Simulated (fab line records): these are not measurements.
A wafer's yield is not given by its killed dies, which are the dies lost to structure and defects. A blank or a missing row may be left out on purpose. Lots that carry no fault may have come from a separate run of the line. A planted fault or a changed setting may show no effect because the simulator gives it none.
Chamber matching :: flow n5 finfet :: N5_STI_FIN_REVEAL_STRIP_24 on rie diel-01: 4 sister chambers
The step strips in N2/H2, time 90 s. 8 wafers are shown with their chamber, then 7 later ones without.

WAFERS PAIRED WITH THEIR CHAMBERS
wafer: L077.1
chamber: 0
showerhead plenum p Torr (Torr): 3.29
throttle valve pct (%): 11.93

wafer: L079.1
chamber: 3
showerhead plenum p Torr (Torr): 3.48
throttle valve pct (%): 12.49

wafer: L079.3
chamber: 1
showerhead plenum p Torr (Torr): 3.33
throttle valve pct (%): 12.53

wafer: L086.1
chamber: 0
showerhead plenum p Torr (Torr): 3.28
throttle valve pct (%): 11.97

wafer: L086.3
chamber: 1
showerhead plenum p Torr (Torr): 3.32
throttle valve pct (%): 12.54

wafer: L086.4
chamber: 2
showerhead plenum p Torr (Torr): 3.52
throttle valve pct (%): 12.39

wafer: L087.2
chamber: 2
showerhead plenum p Torr (Torr): 3.52
throttle valve pct (%): 12.40

wafer: L087.3
chamber: 3
showerhead plenum p Torr (Torr): 3.47
throttle valve pct (%): 12.51

WAFERS MISSING THEIR CHAMBER
wafer: L087.5
showerhead plenum p Torr (Torr): 3.52
throttle valve pct (%): 12.39

wafer: L088.2
showerhead plenum p Torr (Torr): 3.28
throttle valve pct (%): 12.00

wafer: L088.3
showerhead plenum p Torr (Torr): 3.52
throttle valve pct (%): 12.40

wafer: L088.5
showerhead plenum p Torr (Torr): 3.28
throttle valve pct (%): 11.99

wafer: L089.1
showerhead plenum p Torr (Torr): 3.28
throttle valve pct (%): 12.01

wafer: L089.2
showerhead plenum p Torr (Torr): 3.52
throttle valve pct (%): 12.39

wafer: L089.3
showerhead plenum p Torr (Torr): 3.47
throttle valve pct (%): 12.52

EACH ONE'S CHAMBER
wafer: L087.5
from the rows above: 2
in truth: 2

wafer: L088.2
from the rows above: 0
in truth: 0

wafer: L088.3
from the rows above: 2
in truth: 2

wafer: L088.5
from the rows above: 0
in truth: 0

wafer: L089.1
from the rows above: 0
in truth: 0

wafer: L089.2
from the rows above: 2
in truth: 2

wafer: L089.3
from the rows above: 3
in truth: 3
7 of 7 placed correctly. Left unplaced by these rows: 0. 0 placed wrongly.
How it was worked out, from the rows above alone: a wafer's distance from a chamber is the root of the sum, over the readings, of the square of ((its reading less the chamber's mean) divided by the reading's scatter). The wafer belongs to the nearest chamber; if the next one is less than 2 further off, it can't be placed. The mean given for a chamber averages the wafers shown for that chamber. The scatter is the square root of a quotient: the sum, over the shown wafers, of each reading's squared deviation from its chamber's mean, divided by wafers minus chambers.
